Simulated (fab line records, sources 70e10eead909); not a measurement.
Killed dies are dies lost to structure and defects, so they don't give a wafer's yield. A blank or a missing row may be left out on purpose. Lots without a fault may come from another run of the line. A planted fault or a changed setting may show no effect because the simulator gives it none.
fab line records | flow nand_harc
record lots=12 wafers=36 last_day=33
route steps=1302 shown A_SLIT@936 A_WL_FILL@952 END@1302
lots that met no fault: from a run of the same line without faults
start_h: hours from the record's first day to the start of the lot's first wafer shown | wait_h: hours since the lot's step before | " the same as in the row above | L1.1+2: a row that stands for several wafers | - no value, or no start given | * or withheld: withheld | < > ~ a bound
route shown NAME@n: a module of which the file shows steps, and the number in the route of the first | usual: mean/standard deviation of fault-free wafers | same: alike in all rows | chamber/n: place in a boat | sites: the reading at each site | _std_site: their standard deviation | _edge_site: outer sites' mean less inner sites' | radius_mm: how far each site lies from the wafer's centre | mask NAME#n: copy n | behind: the tool/chamber that last shaped the wafer | hold: why the lot was held/for how many hours/how that ended | device: the transistor (n, p or np) that didn't switch | end of line: the same wafers' tests at the end of the route | a step without rows: its recipe alone | killed: dies lost to structure and defects at the first sort, not the wafer's yield | map: a wafer's dies, x killed, . not, _ none there
set.NAME: the setting as run; set.NAME@STEP: as run at that earlier step | model.NAME: the simulator's own value behind a step, which no gauge read
steps of the route over a sample of lots; a table a step, a row a wafer
services: from which hour (start_h, from the record's first day; less than 0 if before it) a tool's chamber was out of use, for how many hours, and why
## steps
# step NHARC_A_SLIT_DESCUM_14
# recipe time_s=3 o2_flow_sccm=200 ar_flow_sccm=0 bias_power_w=0 chemistry=O2
# usual drypump_motor_current_A=5.8/0.56 oes_product_au=0.996/0.0089 rf_vpp_V=57.8/0.95 showerhead_plenum_p_Torr=1.91/0.072 throttle_valve_pct=11.309/0.0097
# columns lot.wafer tool chamber start_h wait_h drypump_motor_current_A oes_product_au rf_hours_counter_h rf_vpp_V showerhead_plenum_p_Torr throttle_valve_pct
L458.1 rie_diel-02 1 447.15 0.1 4.9 0.998 2.1 56.4 1.86 11.311
L458.4 " 0 " " 6.6 0.986 - 57.9 1.83 11.304
L458.5 " 1 " " 4.9 0.997 - 56.2 1.86 11.302
L461.2 rie_diel-13 3 493.95 0.1 5.1 0.980 8.3 57.9 1.97 11.312
L461.5 " 1 " " 5.5 0.995 - 58.6 1.99 11.307
L461.6 " 2 " " 5.5 0.979 - 58.4 1.99 11.302
L463.3 rie_diel-02 1 503.29 0.1 4.9 1.010 8.2 58.5 1.86 11.295
L463.6 " 3 " " 5.5 0.989 - 56.7 1.82 11.290
L463.5 " 0 " " 6.6 0.971 - 57.1 1.83 11.298
L468.3 rie_diel-13 0 550.56 0.1 6.1 0.990 2.3 57.7 1.86 11.306
L468.2 " 1 " " 5.5 0.985 1.2 56.6 1.99 11.314
L468.6 " 3 " " 5.1 1.005 - 58.9 1.97 11.327
L471.2 rie_diel-02 3 563.00 0.1 5.5 1.009 9.3 58.1 1.82 11.311
L471.4 " 0 " " 6.6 0.987 12.9 58.7 1.83 11.310
L471.5 " 2 " " 6.2 1.008 - 59.0 2.04 11.296
L469.3 rie_diel-09 2 570.86 0.1 6.1 0.992 5.4 57.4 1.94 11.295
L469.4 " 3 " " 6.3 1.001 5.4 57.1 1.85 11.311
L469.2 " 0 " " 6.3 1.001 5.4 57.7 1.82 11.314
L473.3 rie_diel-02 1 607.58 0.1 4.9 0.995 0.3 56.6 1.85 11.302
L473.4 " 3 " " 5.5 0.995 0.3 56.1 1.82 11.299
L473.5 " 1 " " 4.9 0.980 - 58.0 1.85 11.305
L474.3 rie_diel-13 3 607.98 0.1 5.1 0.992 4.3 58.1 1.97 11.321
L474.1 " 1 " " 5.5 0.986 4.3 58.9 1.99 11.307
L474.6 " 3 " " 5.1 0.993 - 57.4 1.97 11.312
L475.4 rie_diel-09 3 608.17 0.1 6.3 1.006 6.5 56.6 1.85 11.316
L475.1 " 0 " " 6.4 1.004 6.5 57.9 1.82 11.307
L475.3 " 1 " " 6.2 1.002 7.0 58.2 1.96 11.315
L476.2 rie_diel-13 3 638.95 0.1 5.1 1.001 5.8 58.2 1.97 11.313
L476.1 " 1 " " 5.5 0.989 6.0 58.5 1.99 11.294
L476.5 " 3 " " 5.1 0.989 - 57.4 1.97 11.317
L479.2 rie_diel-02 2 671.21 0.1 6.2 1.003 4.0 58.7 2.04 11.309
L479.5 " 1 " " 4.9 0.987 - 57.9 1.85 11.313
L479.6 " 2 " " 6.2 1.003 - 59.4 2.04 11.323
L480.1 rie_diel-13 0 673.12 0.1 6.2 0.994 8.0 58.1 1.86 11.314
L480.5 " 2 " " 5.5 0.999 - 58.7 1.99 11.297
L480.6 " 3 " " 5.1 1.002 - 59.2 1.97 11.310
# step NHARC_A_SLIT_ETCH_15
# recipe target_depth_a=62000 over_etch_frac=0.3 time_s=1612 ion_energy_ev=150 o2_flow_sccm=400 cos_flow_sccm=20 ar_flow_sccm=0 rf_w=500 bias_w=300 chemistry=O2/COS
# usual drypump_motor_current_A=5.8/0.55 oes_product_au=0.994/0.01 rf_fwd_power_W=499.6/1.5 rf_vpp_V=314.0/1.7 showerhead_plenum_p_Torr=3.11/0.11 throttle_valve_pct=28.330/0.0094
# columns lot.wafer tool chamber start_h wait_h drypump_motor_current_A oes_product_au rf_fwd_power_W rf_hours_counter_h rf_vpp_V showerhead_plenum_p_Torr throttle_valve_pct
L458.1 rie_diel-02 0 447.63 0.3 6.6 0.976 502.5 2.4 312.3 3.00 28.332
L458.4 " 0 " " 6.6 0.979 501.6 - 311.6 3.00 28.326
L458.5 " 0 " " 6.6 0.980 504.2 - 312.8 3.00 28.328
L461.2 rie_diel-13 0 - - 6.2 1.003 499.1 8.1 312.5 3.04 28.326
L461.6 " 2 " " 5.5 0.988 499.3 - 316.7 3.24 28.324
L461.5 " 3 " " 5.1 0.983 498.6 - 315.7 3.21 28.337
L463.3 rie_diel-02 3 - - 5.5 0.998 497.2 4.8 311.5 2.98 28.344
L463.6 " 0 " " 6.6 0.974 499.8 - 310.8 2.99 28.335
L463.5 " 3 " " 5.5 1.002 498.6 - 312.2 2.98 28.321
L468.3 rie_diel-13 2 - - 5.5 0.997 499.2 2.2 316.9 3.24 28.326
L468.2 " 3 " " 5.1 0.998 500.5 2.4 314.5 3.21 28.331
L468.6 " 1 " " 5.4 0.984 497.9 - 315.6 3.24 28.320
L471.2 rie_diel-02 2 - - 6.2 0.994 500.6 1.4 317.4 3.32 28.334
L471.4 " 3 " " 5.4 0.998 501.2 9.6 312.7 2.97 28.343
L471.5 " 1 " " 4.9 0.994 499.6 - 312.3 3.03 28.344
L469.4 rie_diel-09 1 - - 6.2 1.005 500.9 5.6 315.4 3.20 28.327
L469.2 " 3 " " 6.3 1.006 499.7 5.7 313.5 3.02 28.325
L469.3 " 0 " " 6.3 1.008 501.8 5.7 312.7 2.99 28.331
L473.4 rie_diel-02 3 - - 5.5 0.990 498.4 0.6 312.0 2.97 28.330
L473.3 " 0 " " 6.6 0.984 498.9 0.6 312.1 2.99 28.337
L473.5 " 0 " " 6.6 0.994 499.0 - 311.6 2.99 28.347
L474.1 rie_diel-13 1 - - 5.5 0.982 499.0 4.6 315.6 3.24 28.296
L474.3 " 2 " " 5.5 0.978 498.6 5.1 316.7 3.24 28.317
L474.6 " 2 " " 5.5 0.987 498.5 - 315.2 3.24 28.330
L475.3 rie_diel-09 0 - - 6.4 1.007 501.8 6.8 311.5 2.99 28.324
L475.1 " 2 " " 6.2 1.009 500.9 7.2 315.0 3.16 28.322
L475.4 " 3 " " 6.3 1.003 501.8 6.7 312.2 3.02 28.334
L476.1 rie_diel-13 3 - - 5.1 0.992 500.5 6.0 315.4 3.21 28.323
L476.2 " 1 " " 5.5 0.980 498.7 6.2 315.0 3.24 28.321
L476.5 " 2 " " 5.5 0.985 498.3 - 316.7 3.24 28.335
L479.2 rie_diel-02 1 - - 4.9 0.985 499.2 5.0 313.0 3.03 28.334
L479.5 " 1 " " 5.0 0.983 500.6 - 310.9 3.03 28.335
L479.6 " 2 " " 6.2 1.004 503.1 - 316.7 3.32 28.320
L480.1 rie_diel-13 2 - - 5.5 0.995 499.7 9.0 316.6 3.24 28.339
L480.5 " 1 " " 5.4 0.981 499.8 - 314.6 3.23 28.324
L480.6 " 2 " " 5.5 0.986 500.8 - 316.2 3.24 28.337
# step NHARC_A_SLIT_CD_MEAS_21
# usual cd_nm=289.8/0.93
# columns lot.wafer tool chamber start_h wait_h cd_nm
L458.1 cd_sem-02 - 455.80 - 291.2
L458.4 " - " " 289.9
L458.5 " - " " 290.3
L461.2 cd_sem-03 - 500.30 - 290.6
L461.5 " - " " 290.3
L461.6 " - " " 290.1
L463.3 cd_sem-03 - 509.86 - 288.6
L463.5 " - " " 288.7
L463.6 " - " " 288.6
L468.2 cd_sem-03 - 557.17 - 289.5
L468.3 " - " " 290.0
L468.6 " - " " 290.9
L471.2 cd_sem-01 - 569.26 - 289.1
L471.4 " - " " 289.5
L471.5 " - " " 288.5
L469.2 cd_sem-03 - 577.19 - 289.2
L469.3 " - " " 289.5
L469.4 " - " " 289.4
L473.3 cd_sem-01 - 614.02 - 290.9
L473.4 " - " " 290.0
L473.5 " - " " 290.2
L474.1 cd_sem-03 - 614.50 - 289.9
L474.3 " - " " 289.4
L474.6 " - " " 288.9
L475.1 cd_sem-02 - 617.70 - 289.8
L475.3 " - " " 291.7
L475.4 " - " " 291.2
L476.1 cd_sem-03 - 646.04 - 290.4
L476.2 " - " " 291.1
L476.5 " - " " 290.0
L479.2 cd_sem-02 - 677.47 - 290.1
L479.5 " - " " 290.6
L479.6 " - " " 290.9
L480.1 cd_sem-02 - 679.43 - 289.1
L480.5 " - " " 290.2
L480.6 " - " " 289.1
# step NHARC_A_WL_FILL_ALD_00
# recipe target_thk_a=30 pulse_time_s=3 ald_cycles=30 temp_c=300 material=Al2O3
# usual ald_cycles=30/0 heater_power_w=466/40 precursor_pulse_height_rel=1.001/0.018
# columns lot.wafer tool chamber start_h wait_h ald_cycles heater_power_w precursor_pulse_height_rel
L458.1 ald_hk-04 1 462.55 0.1 30 454 1.006
L458.4 " 2 " " 30 491 1.004
L458.5 " 1 " " 30 448 1.025
L461.2 ald_hk-04 1 507.00 0.1 30 453 1.034
L461.6 " 0 " " 30 470 1.004
L461.5 " 1 " " 30 447 0.972
L463.3 ald_hk-02 2 517.30 0.8 30 527 0.989
L463.6 " 2 " " 30 510 0.988
L463.5 " 3 " " 30 392 1.031
L468.2 ald_hk-04 0 563.80 0.1 30 489 1.001
L468.3 " 1 " " 30 456 1.002
L468.6 " 3 " " 30 442 0.999
L471.2 ald_hk-04 0 575.93 0.1 40 499 1.004
L471.4 " 2 " " 30 495 1.018
L471.5 " 1 " " 30 455 1.009
L469.3 ald_hk-04 3 583.93 0.1 30 437 1.010
L469.4 " 0 " " 40 498 1.010
L469.2 " 2 " " 30 505 0.988
L473.4 ald_hk-02 0 620.56 0.1 30 495 0.975
L473.3 " 2 " " 30 516 1.026
L473.5 " 1 " " 30 457 1.026
L474.1 ald_hk-03 3 620.61 0.1 30 420 0.995
L474.3 " 0 " " 30 438 1.021
L474.6 " 2 " " 30 506 0.990
L475.1 ald_hk-02 1 625.77 1.3 30 462 1.000
L475.4 " 2 " " 30 510 0.990
L475.3 " 3 " " 30 391 1.033
L476.2 ald_hk-02 1 652.12 0.1 30 471 0.982
L476.1 " 0 " " 30 501 1.013
L476.5 " 1 " " 30 470 0.986
L479.2 ald_hk-02 0 684.17 0.1 30 496 1.024
L479.6 " 2 " " 30 507 1.019
L479.5 " 3 " " 30 395 0.998
L480.1 ald_hk-02 2 686.15 0.1 30 539 1.010
L480.6 " 0 " " 30 493 1.008
L480.5 " 1 " " 30 471 1.003
# step NHARC_END_SORT_01
# recipe temp_c=25
# usual killed_at_array=62/15 killed_at_other=0.8/1 killed_at_periphery=3.7/2.6 killed_dies=66/15 killed_open=3.1/1.8 killed_short=2.6/1.7
# same gross_dies=677
# columns lot.wafer tool chamber start_h wait_h killed_at_array killed_at_other killed_at_periphery killed_dies killed_open killed_short
L479.6 prober-02 0 787.02 4.0 79 3 4 86 3 2
# killed by level:class
L479.6 A_CHANNEL_HOLE_D2:chamber_film_flake=37 A_CHANNEL_HOLE_D1:chamber_film_flake=18 A_SLIT:chamber_film_flake=7 A_STAIRCASE:chamber_film_flake=6 A_WL_FILL:chamber_film_flake=3 A_CONTACT:chamber_film_flake=3 HYBRID_BOND:chamber_film_flake=2 P_STI:geometric_particle:open=1
## services
# columns tool chamber start_h hours kind
rie_diel-13 0 424.50 - clean
rie_diel-13 1 424.50 - clean
rie_diel-13 2 424.50 - clean
rie_diel-02 2 425.61 126.2 repair
ald_hk-04 - 439.42 10.0 pm
rie_diel-13 1 444.14 2.5 repair
rie_diel-02 3 444.32 8.8 repair
rie_diel-09 - 497.10 9.0 pm
rie_diel-02 0 516.20 3.8 repair
rie_diel-13 - 519.00 9.0 pm
rie_diel-09 0 519.39 1.6 repair
ald_hk-02 - 526.00 10.0 pm
rie_diel-13 1 530.47 5.3 repair
ald_hk-03 - 568.09 10.0 pm
rie_diel-02 - 570.79 9.0 pm
rie_diel-13 2 586.73 9.8 repair
rie_diel-09 2 598.68 2.5 repair
rie_diel-13 2 612.35 4.9 repair
ald_hk-04 - 617.42 10.0 pm
rie_diel-09 0 628.69 6.9 repair
ald_hk-04 - 635.73 0.5 repair
rie_diel-02 3 671.84 1.4 repair
rie_diel-09 - 674.11 9.0 pm
rie_diel-13 - 674.27 0.3 repair
## key
first_sign step=NHARC_A_WL_FILL_ALD_00 reading=ald_cycles direction=up sigmas=99+ usual=30 struck=40
effect none on later readings
met_at NHARC_A_WL_FILL_ALD_00
struck_lots L469,L471
struck_wafers L469.4,L471.2
tester_left_out L469,L471
not_acting_at NHARC_A_SLIT_DESCUM_14,NHARC_A_SLIT_ETCH_15,NHARC_A_SLIT_CD_MEAS_21
onset_between 563.80 575.93
fault kind=process_parameter_drift tool=ald_hk-04 chamber=0 onset_h=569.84 steps=NHARC_A_WL_FILL_ALD_00 channel=ald_cycles offset=10 shape=step end_h=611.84 acts_in=these_recipes_only stated=30
# tester_left_out: of these lots the tester's yield and bins aren't shown, on N5 and GAA mostly nor the transistor test; their killed dies are dies lost to structure and defects alone, not to doping, threshold or leakage, so they don't give the yield
